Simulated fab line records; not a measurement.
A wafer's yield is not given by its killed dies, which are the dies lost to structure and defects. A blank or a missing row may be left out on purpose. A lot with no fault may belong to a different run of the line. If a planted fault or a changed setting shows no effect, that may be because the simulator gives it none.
Chamber matching | flow n5 finfet | N5_SD_EPI_N_ETCH_45 on rie diel-06: 4 sister chambers
The step etches SiOCN in CH3F/O2, target depth 6 nm. 18 wafers are shown with their chamber, then 9 later ones without.

## EACH WAFER AND ITS CHAMBER
wafer  | chamber | throttle valve pct (%) | showerhead plenum p Torr (Torr) | oes product au (a.u.)
L074.2 | 1       | 23.2                   | 2.13                            | 0.98
L074.4 | 2       | 23.3                   | 1.98                            | 0.69
L074.5 | 0       | 23.6                   | 2.09                            | 0.77
L081.1 | 3       | 23.2                   | 2.07                            | 0.76
L081.5 | 0       | 23.6                   | 2.08                            | 0.75
L081.6 | 1       | 23.2                   | 2.12                            | 0.91
L082.1 | 3       | 23.2                   | 2.07                            | 0.77
L082.5 | 2       | 23.3                   | 1.97                            | 0.68
L082.6 | 1       | 23.2                   | 2.12                            | 0.90
L084.1 | 2       | 23.3                   | 1.97                            | 0.68
L084.2 | 1       | 23.2                   | 2.12                            | 0.90
L084.3 | 3       | 23.2                   | 2.06                            | 0.76
L085.1 | 2       | 23.3                   | 1.97                            | 0.67
L085.3 | 0       | 23.7                   | 2.08                            | 0.74
L085.4 | 3       | 23.2                   | 2.06                            | 0.76
L088.1 | 2       | 23.3                   | 1.97                            | 0.67
L088.2 | 0       | 23.7                   | 2.08                            | 0.74
L088.5 | 0       | 23.6                   | 2.08                            | 0.74

SIGNATURES, as means of the wafers listed above
reading                  | chamber 0 | chamber 1 | chamber 2 | chamber 3 | scatter within a chamber
throttle valve pct       | 23.640    | 23.200    | 23.300    | 23.200    | 0.0293
showerhead plenum p Torr | 2.0820    | 2.1225    | 1.9720    | 2.0650    | 0.00489
oes product au           | 0.7480    | 0.9225    | 0.6780    | 0.7625    | 0.0198
Rule: for each reading, subtract the chamber's mean from the wafer's reading, divide by that reading's scatter and square the result; add these up over the readings and take the root, which gives the wafer's distance from the chamber. If the next closest chamber is less than 2 further off than the closest, the wafer can't be placed; otherwise it belongs to the closest. The scatter: the root of (the sum of the squares of (reading less its chamber's mean) over the shown wafers, divided by (wafers less chambers)).

## WAFERS WHOSE CHAMBER IS MISSING
wafer  | throttle valve pct (%) | showerhead plenum p Torr (Torr) | oes product au (a.u.)
L091.1 | 23.2                   | 2.12                            | 0.88
L091.3 | 23.7                   | 2.08                            | 0.73
L091.6 | 23.2                   | 2.11                            | 0.88
L093.3 | 23.7                   | 2.07                            | 0.73
L093.4 | 23.2                   | 2.11                            | 0.86
L093.5 | 23.2                   | 2.06                            | 0.75
L095.1 | 23.2                   | 2.11                            | 0.86
L095.2 | 23.0                   | 1.97                            | 0.99
L095.5 | 23.2                   | 2.06                            | 0.74

## CHAMBER TAKEN BY EACH
wafer  | from the rows above | in truth
L091.1 | 1                   | 1
L091.3 | 0                   | 0
L091.6 | 1                   | 1
L093.3 | 0                   | 0
L093.4 | 1                   | 1
L093.5 | 3                   | 3
L095.1 | 1                   | 1
L095.2 | 2                   | 2
L095.5 | 3                   | 3
Correctly placed: 9 of 9. From these rows, 0 cannot be placed. Placed wrongly: 0.
